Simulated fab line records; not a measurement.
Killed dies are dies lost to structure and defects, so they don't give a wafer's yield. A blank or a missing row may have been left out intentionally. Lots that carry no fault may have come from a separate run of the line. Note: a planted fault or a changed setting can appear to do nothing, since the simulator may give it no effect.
Which tool is to blame? + flow n5-finfet + 72 wafers from 24 lots sampled at 6 of the route's 1938 steps

== WHAT EACH GAUGE READ, for each wafer ==
The record lacks any reading of a measuring or inspecting step that a usual standard deviation could be used to judge.

== TOOL THAT RAN EACH LOT (tool first, then ch and the chambers of the sampled wafers, then the start) ==
| lot  | N5_BEOL_M5_SPUTTER_81        | N5_BEOL_M5_ANNEAL_51             | N5_BEOL_M5_PRE_CLEAN_77          | N5_BEOL_M6_ETCH_61                 | N5_BEOL_M6_DESCUM_33               | N5_BEOL_M6_VIA_ETCH_34             |
|------|------------------------------|----------------------------------|----------------------------------|------------------------------------|------------------------------------|------------------------------------|
| L074 | pvd-sputter-03, day 8 13:13  | rtp-anneal-02 ch 0, day 8 16:46  | cvd-co-01 ch 0,1,2, day 8 17:19  | rie-diel-02 ch 0,1,3, day 8 20:52  | rie-diel-02 ch 1,2, day 8 23:49    | rie-diel-02 ch 1,2, day 8 23:59    |
| L075 | pvd-sputter-01, day 8 18:47  | rtp-anneal-01 ch 0, day 8 22:18  | cvd-co-01 ch 0,2, day 8 23:02    | rie-diel-02 ch 0,2,3, day 9 01:49  | rie-diel-04 ch 1,2, day 9 04:16    | rie-diel-04 ch 1,2, day 9 04:26    |
| L076 | pvd-sputter-02, day 9 05:48  | rtp-anneal-02 ch 0, day 9 09:22  | cvd-co-01 ch 1,2, day 9 09:53    | rie-diel-02 ch 0,1, day 9 12:11    | rie-diel-01 ch 1,2,3, day 9 13:07  | rie-diel-01 ch 1,2,3, day 9 13:17  |
| L077 | pvd-sputter-01, day 9 08:26  | rtp-anneal-01 ch 0, day 9 11:54  | cvd-co-01 ch 0,2, day 9 12:32    | rie-diel-02 ch 0,1, day 9 14:51    | rie-diel-01 ch 0,2, day 9 18:11    | rie-diel-01 ch 0,2, day 9 18:22    |
| L078 | pvd-sputter-02, day 9 14:35  | rtp-anneal-01 ch 0, day 9 18:08  | cvd-co-02 ch 1,2, day 9 18:41    | rie-diel-01 ch 0,1,2, day 9 22:32  | rie-diel-04 ch 1,2, day 10 00:40   | rie-diel-04 ch 1,2, day 10 00:50   |
| L079 | pvd-sputter-03, day 10 07:34 | rtp-anneal-01 ch 0, day 10 11:05 | cvd-co-02 ch 1,2, day 10 11:41   | rie-diel-04 ch 0,1,2, day 10 14:43 | rie-diel-01 ch 0,3, day 10 17:01   | rie-diel-01 ch 0,3, day 10 17:12   |
| L081 | pvd-sputter-01, day 10 10:35 | rtp-anneal-02 ch 0, day 10 14:03 | cvd-co-02 ch 1,2, day 10 14:41   | rie-diel-01 ch 0,1,3, day 10 18:19 | rie-diel-04 ch 0,1,3, day 10 19:14 | rie-diel-04 ch 0,1,3, day 10 19:25 |
| L080 | pvd-sputter-02, day 10 11:29 | rtp-anneal-02 ch 0, day 10 15:16 | cvd-co-01 ch 0,1, day 10 15:54   | rie-diel-02 ch 0,2,3, day 10 18:40 | rie-diel-04 ch 0,1,2, day 10 20:25 | rie-diel-04 ch 0,1,2, day 10 20:35 |
| L082 | pvd-sputter-03, day 10 14:22 | rtp-anneal-02 ch 0, day 10 17:59 | cvd-co-01 ch 0,1, day 10 18:30   | rie-diel-01 ch 0,1,3, day 10 22:12 | rie-diel-04 ch 0,1,3, day 11 00:50 | rie-diel-04 ch 0,1,3, day 11 01:01 |
| L083 | pvd-sputter-01, day 10 20:01 | rtp-anneal-02 ch 0, day 10 23:34 | cvd-co-01 ch 0,1, day 11 00:08   | rie-diel-04 ch 0,1, day 11 01:56   | rie-diel-02 ch 0,3, day 11 03:47   | rie-diel-02 ch 0,3, day 11 03:58   |
| L084 | pvd-sputter-01, day 11 03:19 | rtp-anneal-02 ch 0, day 11 07:10 | cvd-co-02 ch 0,1, day 11 07:47   | rie-diel-02 ch 2,3, day 11 10:40   | rie-diel-01 ch 0,1,3, day 11 13:44 | rie-diel-01 ch 0,1,3, day 11 13:55 |
| L085 | pvd-sputter-01, day 11 12:23 | rtp-anneal-02 ch 0, day 11 16:38 | cvd-co-02 ch 0,1,2, day 11 17:13 | rie-diel-02 ch 0,1,2, day 11 19:53 | rie-diel-01 ch 0,1,3, day 11 21:34 | rie-diel-01 ch 0,1,3, day 11 21:45 |
| L086 | pvd-sputter-02, day 11 15:48 | rtp-anneal-01 ch 0, day 11 19:16 | cvd-co-02 ch 0,1,2, day 11 20:10 | rie-diel-04 ch 0,1,3, day 11 22:49 | rie-diel-01 ch 1,2,3, day 12 00:50 | rie-diel-01 ch 1,2,3, day 12 01:01 |
| L087 | pvd-sputter-03, day 11 16:48 | rtp-anneal-01 ch 0, day 11 20:17 | cvd-co-01 ch 0,1,2, day 11 21:11 | rie-diel-01 ch 0,3, day 11 22:52   | rie-diel-04 ch 1,2, day 12 01:01   | rie-diel-04 ch 1,2, day 12 01:11   |
| L089 | pvd-sputter-03, day 12 22:37 | rtp-anneal-01 ch 0, day 13 02:10 | cvd-co-02 ch 1,2, day 13 02:43   | rie-diel-01 ch 0,3, day 13 05:55   | rie-diel-01 ch 0,3, day 13 07:18   | rie-diel-01 ch 0,3, day 13 07:29   |
| L088 | pvd-sputter-01, day 12 22:46 | rtp-anneal-02 ch 0, day 13 02:13 | cvd-co-01 ch 1,2, day 13 02:51   | rie-diel-02 ch 1,2, day 13 06:11   | rie-diel-04 ch 0,1,3, day 13 08:00 | rie-diel-04 ch 0,1,3, day 13 08:11 |
| L090 | pvd-sputter-02, day 12 23:40 | rtp-anneal-02 ch 0, day 13 03:11 | cvd-co-02 ch 0,2, day 13 03:46   | rie-diel-01 ch 0,1, day 13 07:04   | rie-diel-01 ch 1,3, day 13 10:19   | rie-diel-01 ch 1,3, day 13 10:29   |
| L093 | pvd-sputter-01, day 13 04:41 | rtp-anneal-01 ch 0, day 13 08:44 | cvd-co-02 ch 0,1, day 13 09:19   | rie-diel-02 ch 0,1,3, day 13 11:37 | rie-diel-04 ch 1,2,3, day 13 13:37 | rie-diel-04 ch 1,2,3, day 13 13:47 |
| L091 | pvd-sputter-03, day 13 05:14 | rtp-anneal-01 ch 0, day 13 09:27 | cvd-co-01 ch 0,1,2, day 13 10:02 | rie-diel-04 ch 0,1,2, day 13 11:42 | rie-diel-02 ch 0,2, day 13 13:39   | rie-diel-02 ch 0,2, day 13 13:50   |
| L094 | pvd-sputter-03, day 14 05:04 | rtp-anneal-01 ch 0, day 14 08:37 | cvd-co-01 ch 1,2, day 14 09:09   | rie-diel-01 ch 0,2,3, day 14 12:08 | rie-diel-04 ch 1,3, day 15 07:34   | rie-diel-04 ch 1,3, day 15 07:44   |
| L096 | pvd-sputter-02, day 14 08:31 | rtp-anneal-02 ch 0, day 14 12:02 | cvd-co-02 ch 0,2, day 14 12:37   | rie-diel-04 ch 1,3, day 14 18:55   | rie-diel-02 ch 1,2,3, day 14 20:01 | rie-diel-02 ch 1,2,3, day 14 20:12 |
| L095 | pvd-sputter-02, day 14 14:14 | rtp-anneal-01 ch 0, day 14 20:08 | cvd-co-01 ch 0,1, day 14 21:01   | rie-diel-02 ch 2,3, day 15 00:53   | rie-diel-01 ch 0,1,3, day 15 06:47 | rie-diel-01 ch 0,1,3, day 15 06:58 |
| L092 | pvd-sputter-03, day 14 14:59 | rtp-anneal-01 ch 0, day 14 18:27 | cvd-co-01 ch 1,2, day 14 19:05   | rie-diel-02 ch 0,2,3, day 14 21:04 | rie-diel-02 ch 0,2, day 15 06:42   | rie-diel-02 ch 0,2, day 15 06:53   |
| L097 | pvd-sputter-03, day 14 22:28 | rtp-anneal-01 ch 0, day 15 03:36 | cvd-co-02 ch 0,2, day 15 04:11   | rie-diel-02 ch 0,1,2, day 15 07:48 | rie-diel-01 ch 0,2,3, day 15 08:41 | rie-diel-01 ch 0,2,3, day 15 08:52 |
- N5_BEOL_M5_SPUTTER_81: material Cu, target thk 15 nm, time 27.62 s.
- N5_BEOL_M5_ANNEAL_51: time 90 s.
- N5_BEOL_M5_PRE_CLEAN_77: time 15 s.
- N5_BEOL_M6_ETCH_61: etches SiARC in CF4, target depth 45.5 nm, time 75.8 s.
- N5_BEOL_M6_DESCUM_33: chemistry O2, time 7 s.
- N5_BEOL_M6_VIA_ETCH_34: etches SiCOH lowk in C4F6/O2, target depth 126.3 nm, time 50.9 s.

== WHAT THE TOOLS THEMSELVES READ (means of the sampled wafers that have a number; where no wafer has one, the mark that the record gives instead) ==
N5_BEOL_M5_SPUTTER_81. Usual: 30.0 % for throttle-valve-pct, sd 0.95.
| lot  | tool           | throttle-valve-pct (%) | flag |
|------|----------------|------------------------|------|
| L074 | pvd-sputter-03 | 29.3                   |      |
| L075 | pvd-sputter-01 | 30.2                   |      |
| L076 | pvd-sputter-02 | 30.8                   |      |
| L077 | pvd-sputter-01 | 30.3                   |      |
| L078 | pvd-sputter-02 | 30.4                   |      |
| L079 | pvd-sputter-03 | 29.1                   |      |
| L081 | pvd-sputter-01 | 30.0                   |      |
| L080 | pvd-sputter-02 | 30.9                   |      |
| L082 | pvd-sputter-03 | 29.3                   |      |
| L083 | pvd-sputter-01 | 30.3                   |      |
| L084 | pvd-sputter-01 | 29.6                   |      |
| L085 | pvd-sputter-01 | 30.5                   |      |
| L086 | pvd-sputter-02 | 30.3                   |      |
| L087 | pvd-sputter-03 | 29.2                   |      |
| L089 | pvd-sputter-03 | 29.1                   |      |
| L088 | pvd-sputter-01 | 30.7                   |      |
| L090 | pvd-sputter-02 | 31.0                   |      |
| L093 | pvd-sputter-01 | 30.5                   |      |
| L091 | pvd-sputter-03 | 29.3                   |      |
| L094 | pvd-sputter-03 | 28.6                   |      |
| L096 | pvd-sputter-02 | 31.0                   |      |
| L095 | pvd-sputter-02 | 31.0                   |      |
| L092 | pvd-sputter-03 | 29.1                   |      |
| L097 | pvd-sputter-03 | 29.4                   |      |

N5_BEOL_M5_ANNEAL_51. Usual: 225.84 for wafer_temp_C_max, sd 0.25.
| lot  | tool          | wafer_temp_C_max | flag |
|------|---------------|------------------|------|
| L074 | rtp-anneal-02 | 225.85           |      |
| L075 | rtp-anneal-01 | 226.04           |      |
| L076 | rtp-anneal-02 | 225.77           |      |
| L077 | rtp-anneal-01 | 226.07           |      |
| L078 | rtp-anneal-01 | 226.43           |      |
| L079 | rtp-anneal-01 | 225.98           |      |
| L081 | rtp-anneal-02 | 225.71           |      |
| L080 | rtp-anneal-02 | 225.87           |      |
| L082 | rtp-anneal-02 | 225.67           |      |
| L083 | rtp-anneal-02 | 225.60           |      |
| L084 | rtp-anneal-02 | 225.51           |      |
| L085 | rtp-anneal-02 | 225.78           |      |
| L086 | rtp-anneal-01 | 225.88           |      |
| L087 | rtp-anneal-01 | 225.85           |      |
| L089 | rtp-anneal-01 | 225.74           |      |
| L088 | rtp-anneal-02 | 225.67           |      |
| L090 | rtp-anneal-02 | 225.57           |      |
| L093 | rtp-anneal-01 | 226.09           |      |
| L091 | rtp-anneal-01 | 225.72           |      |
| L094 | rtp-anneal-01 | 225.78           |      |
| L096 | rtp-anneal-02 | 225.66           |      |
| L095 | rtp-anneal-01 | 225.65           |      |
| L092 | rtp-anneal-01 | 225.73           |      |
| L097 | rtp-anneal-01 | 225.94           |      |

N5_BEOL_M5_PRE_CLEAN_77. Usual: 77 W for heater-power-w, sd 8.9.
| lot  | tool      | heater-power-w (W) | flag |
|------|-----------|--------------------|------|
| L074 | cvd-co-01 | 74                 |      |
| L075 | cvd-co-01 | 78                 |      |
| L076 | cvd-co-01 | 68                 |      |
| L077 | cvd-co-01 | 78                 |      |
| L078 | cvd-co-02 | 88                 |      |
| L079 | cvd-co-02 | 84                 |      |
| L081 | cvd-co-02 | 83                 |      |
| L080 | cvd-co-01 | 70                 |      |
| L082 | cvd-co-01 | 70                 |      |
| L083 | cvd-co-01 | 76                 |      |
| L084 | cvd-co-02 | 75                 |      |
| L085 | cvd-co-02 | 80                 |      |
| L086 | cvd-co-02 | 81                 |      |
| L087 | cvd-co-01 | 74                 |      |
| L089 | cvd-co-02 | 84                 |      |
| L088 | cvd-co-01 | 74                 |      |
| L090 | cvd-co-02 | 77                 |      |
| L093 | cvd-co-02 | 74                 |      |
| L091 | cvd-co-01 | 75                 |      |
| L094 | cvd-co-01 | 72                 |      |
| L096 | cvd-co-02 | 77                 |      |
| L095 | cvd-co-01 | 77                 |      |
| L092 | cvd-co-01 | 69                 |      |
| L097 | cvd-co-02 | 84                 |      |

N5_BEOL_M6_ETCH_61. Usual: for bias-w, 36.01 W with a standard deviation of 0.11; for drypump-motor-current-A, 5.7 A with a standard deviation of 0.45; for etch-rf-on-time-s, 76.0 s with a standard deviation of 1.5; for oes-product-au, 0.66 a.u. with a standard deviation of 0.054; for rf-vpp-V, 183.8 V with a standard deviation of 1.1; for showerhead-plenum-p-Torr, 2.12 Torr with a standard deviation of 0.068; for throttle-valve-pct, 15.63 % with a standard deviation of 0.16.
| lot  | tool        | bias-w (W) | drypump-motor-current-A (A) | etch-rf-on-time-s (s) | oes-product-au (a.u.) | rf-vpp-V (V) | showerhead-plenum-p-Torr (Torr) | throttle-valve-pct (%) | flag |
|------|-------------|------------|-----------------------------|-----------------------|-----------------------|--------------|---------------------------------|------------------------|------|
| L074 | rie-diel-02 | 36.06      | 5.8                         | 76.8                  | 0.63                  | 183.6        | 2.14                            | 15.62                  |      |
| L075 | rie-diel-02 | 35.97      | 5.6                         | 76.5                  | 0.66                  | 184.3        | 2.15                            | 15.60                  |      |
| L076 | rie-diel-02 | 36.04      | 5.8                         | 76.3                  | 0.62                  | 183.1        | 2.08                            | 15.76                  |      |
| L077 | rie-diel-02 | 35.94      | 5.9                         | 76.6                  | 0.62                  | 183.5        | 2.08                            | 15.76                  |      |
| L078 | rie-diel-01 | 36.09      | 5.6                         | 74.7                  | 0.71                  | 184.6        | 2.16                            | 15.55                  |      |
| L079 | rie-diel-04 | 35.98      | 5.4                         | 76.4                  | 0.70                  | 183.7        | 2.11                            | 15.54                  |      |
| L081 | rie-diel-01 | 36.05      | 5.8                         | 75.0                  | 0.70                  | 183.8        | 2.14                            | 15.56                  |      |
| L080 | rie-diel-02 | 36.01      | 5.6                         | 75.2                  | 0.66                  | 184.0        | 2.15                            | 15.62                  |      |
| L082 | rie-diel-01 | 36.06      | 5.8                         | 74.9                  | 0.70                  | 184.3        | 2.14                            | 15.56                  |      |
| L083 | rie-diel-04 | 36.06      | 5.9                         | 75.2                  | 0.69                  | 183.2        | 2.09                            | 15.63                  |      |
| L084 | rie-diel-02 | 36.11      | 5.8                         | 75.0                  | 0.66                  | 184.8        | 2.18                            | 15.48                  |      |
| L085 | rie-diel-02 | 35.98      | 5.7                         | 76.6                  | 0.64                  | 184.0        | 2.09                            | 15.77                  |      |
| L086 | rie-diel-04 | 36.04      | 5.7                         | 75.8                  | 0.68                  | 183.2        | 2.11                            | 15.64                  |      |
| L087 | rie-diel-01 | 36.01      | 6.2                         | 75.4                  | 0.67                  | 183.5        | 2.08                            | 15.68                  |      |
| L089 | rie-diel-01 | 35.98      | 6.2                         | 74.8                  | 0.67                  | 182.9        | 2.07                            | 15.69                  |      |
| L088 | rie-diel-02 | 36.10      | 5.8                         | 75.4                  | 0.68                  | 183.3        | 2.07                            | 15.76                  |      |
| L090 | rie-diel-01 | 35.94      | 5.8                         | 75.1                  | 0.70                  | 183.1        | 2.14                            | 15.64                  |      |
| L093 | rie-diel-02 | 35.97      | 5.7                         | 77.5                  | 0.60                  | 184.2        | 2.13                            | 15.67                  |      |
| L091 | rie-diel-04 | 35.97      | 5.4                         | 75.9                  | 0.68                  | 183.7        | 2.10                            | 15.58                  |      |
| L094 | rie-diel-01 | 36.00      | 6.0                         | 76.2                  | 0.64                  | 183.2        | 2.09                            | 15.68                  |      |
| L096 | rie-diel-04 | 36.12      | 5.4                         | 76.6                  | 0.63                  | 183.1        | 2.09                            | 15.68                  |      |
| L095 | rie-diel-02 | 35.97      | 5.8                         | 74.4                  | 0.67                  | 183.7        | 2.13                            | 15.65                  |      |
| L092 | rie-diel-02 | 36.01      | 5.6                         | 76.2                  | 0.63                  | 184.9        | 2.14                            | 15.69                  |      |
| L097 | rie-diel-02 | 36.03      | 5.7                         | 77.8                  | 0.62                  | 183.1        | 2.08                            | 15.83                  |      |

N5_BEOL_M6_DESCUM_33. Usual: drypump-motor-current-A 5.6 A, standard deviation 0.49; oes-product-au 0.79 a.u., standard deviation 0.058; rf-vpp-V 242.8 V, standard deviation 1.4; showerhead-plenum-p-Torr 2.07 Torr, standard deviation 0.081; throttle-valve-pct 20.39 %, standard deviation 0.11.
| lot  | tool        | drypump-motor-current-A (A) | oes-product-au (a.u.) | rf-vpp-V (V) | showerhead-plenum-p-Torr (Torr) | throttle-valve-pct (%) | flag |
|------|-------------|-----------------------------|-----------------------|--------------|---------------------------------|------------------------|------|
| L074 | rie-diel-02 | 5.8                         | 0.83                  | 243.1        | 2.01                            | 20.42                  |      |
| L075 | rie-diel-04 | 5.2                         | 0.79                  | 242.7        | 2.05                            | 20.37                  |      |
| L076 | rie-diel-01 | 5.6                         | 0.82                  | 243.4        | 2.12                            | 20.44                  |      |
| L077 | rie-diel-01 | 6.0                         | 0.80                  | 242.2        | 2.05                            | 20.39                  |      |
| L078 | rie-diel-04 | 5.2                         | 0.78                  | 242.4        | 2.04                            | 20.39                  |      |
| L079 | rie-diel-01 | 6.2                         | 0.78                  | 241.4        | 2.02                            | 20.41                  |      |
| L081 | rie-diel-04 | 5.7                         | 0.80                  | 242.1        | 2.05                            | 20.39                  |      |
| L080 | rie-diel-04 | 5.4                         | 0.81                  | 242.8        | 2.05                            | 20.30                  |      |
| L082 | rie-diel-04 | 5.7                         | 0.80                  | 242.8        | 2.05                            | 20.38                  |      |
| L083 | rie-diel-02 | 5.5                         | 0.70                  | 243.0        | 2.09                            | 20.35                  |      |
| L084 | rie-diel-01 | 5.8                         | 0.82                  | 242.1        | 2.09                            | 20.42                  |      |
| L085 | rie-diel-01 | 5.8                         | 0.82                  | 243.2        | 2.09                            | 20.44                  |      |
| L086 | rie-diel-01 | 5.6                         | 0.79                  | 243.6        | 2.12                            | 20.47                  |      |
| L087 | rie-diel-04 | 4.9                         | 0.80                  | 242.9        | 2.07                            | 20.30                  |      |
| L089 | rie-diel-01 | 6.2                         | 0.76                  | 242.5        | 2.01                            | 20.44                  |      |
| L088 | rie-diel-04 | 5.7                         | 0.78                  | 242.8        | 2.04                            | 20.40                  |      |
| L090 | rie-diel-01 | 5.4                         | 0.82                  | 243.4        | 2.16                            | 20.49                  |      |
| L093 | rie-diel-04 | 5.2                         | 0.79                  | 242.5        | 2.08                            | 20.40                  |      |
| L091 | rie-diel-02 | 5.5                         | 0.78                  | 242.5        | 2.02                            | 20.46                  |      |
| L094 | rie-diel-04 | 5.4                         | 0.74                  | 242.5        | 2.03                            | 20.52                  |      |
| L096 | rie-diel-02 | 5.9                         | 0.76                  | 242.6        | 2.05                            | 20.39                  |      |
| L095 | rie-diel-01 | 5.8                         | 0.79                  | 241.8        | 2.08                            | 20.48                  |      |
| L092 | rie-diel-02 | 5.6                         | 0.76                  | 242.4        | 2.02                            | 20.48                  |      |
| L097 | rie-diel-01 | 6.0                         | 0.75                  | 242.5        | 2.04                            | 20.47                  |      |

N5_BEOL_M6_VIA_ETCH_34. Usual: bias-w 185.0 W, standard deviation 0.6; drypump-motor-current-A 5.6 A, standard deviation 0.5; oes-product-au 0.79 a.u., standard deviation 0.058; rf-vpp-V 666 V, standard deviation 14; showerhead-plenum-p-Torr 2.83 Torr, standard deviation 0.094; throttle-valve-pct 20.91 %, standard deviation 0.14.
| lot  | tool        | bias-w (W) | drypump-motor-current-A (A) | oes-product-au (a.u.) | rf-vpp-V (V) | showerhead-plenum-p-Torr (Torr) | throttle-valve-pct (%) | flag |
|------|-------------|------------|-----------------------------|-----------------------|--------------|---------------------------------|------------------------|------|
| L074 | rie-diel-02 | 185.0      | 5.8                         | 0.83                  | 644          | 2.77                            | 21.07                  |      |
| L075 | rie-diel-04 | 184.5      | 5.2                         | 0.80                  | 662          | 2.78                            | 20.79                  |      |
| L076 | rie-diel-01 | 185.5      | 5.6                         | 0.82                  | 676          | 2.88                            | 20.86                  |      |
| L077 | rie-diel-01 | 185.1      | 6.1                         | 0.80                  | 656          | 2.80                            | 20.89                  |      |
| L078 | rie-diel-04 | 184.5      | 5.2                         | 0.78                  | 662          | 2.77                            | 20.80                  |      |
| L079 | rie-diel-01 | 185.6      | 6.2                         | 0.77                  | 669          | 2.76                            | 20.90                  |      |
| L081 | rie-diel-04 | 184.9      | 5.7                         | 0.80                  | 667          | 2.81                            | 20.96                  |      |
| L080 | rie-diel-04 | 185.3      | 5.4                         | 0.81                  | 666          | 2.80                            | 20.83                  |      |
| L082 | rie-diel-04 | 185.1      | 5.7                         | 0.81                  | 667          | 2.81                            | 20.97                  |      |
| L083 | rie-diel-02 | 185.5      | 5.4                         | 0.70                  | 671          | 2.88                            | 20.94                  |      |
| L084 | rie-diel-01 | 184.6      | 5.8                         | 0.82                  | 666          | 2.84                            | 20.89                  |      |
| L085 | rie-diel-01 | 184.8      | 5.8                         | 0.81                  | 665          | 2.84                            | 20.88                  |      |
| L086 | rie-diel-01 | 185.0      | 5.6                         | 0.79                  | 677          | 2.87                            | 20.87                  |      |
| L087 | rie-diel-04 | 184.9      | 5.0                         | 0.80                  | 668          | 2.82                            | 20.74                  |      |
| L089 | rie-diel-01 | 185.5      | 6.2                         | 0.76                  | 669          | 2.75                            | 20.93                  |      |
| L088 | rie-diel-04 | 184.7      | 5.7                         | 0.78                  | 667          | 2.80                            | 20.98                  |      |
| L090 | rie-diel-01 | 185.0      | 5.4                         | 0.83                  | 674          | 2.92                            | 20.86                  |      |
| L093 | rie-diel-04 | 185.3      | 5.2                         | 0.79                  | 669          | 2.83                            | 20.88                  |      |
| L091 | rie-diel-02 | 185.1      | 5.5                         | 0.78                  | 647          | 2.79                            | 21.13                  |      |
| L094 | rie-diel-04 | 185.5      | 5.4                         | 0.74                  | 662          | 2.77                            | 20.98                  |      |
| L096 | rie-diel-02 | 185.2      | 5.9                         | 0.75                  | 658          | 2.82                            | 20.97                  |      |
| L095 | rie-diel-01 | 185.2      | 5.8                         | 0.78                  | 664          | 2.83                            | 20.93                  |      |
| L092 | rie-diel-02 | 184.7      | 5.5                         | 0.76                  | 646          | 2.79                            | 21.15                  |      |
| L097 | rie-diel-01 | 185.0      | 6.0                         | 0.75                  | 667          | 2.78                            | 20.95                  |      |

== THE ANSWER, worked out from the rows above alone ==
Rule: take the mean of a lot's wafers that have a number; if it is more than 3 standard deviations from the usual mean, the lot is off. A lot without any number at a reading at which 4 lots or more have one is off too. All remaining lots with rows at the step are treated as sound. After the gauges, taken in route order, come the tools' own readings; for these a lot's mean is taken, as printed above. At the first step where some lot is off, the reading lying furthest off is the one used; lots without a number count as furthest.
Across all readings shown, no lot is off: no conclusion can be drawn from this.

== WHAT THE SIMULATOR HAD PUT IN ==
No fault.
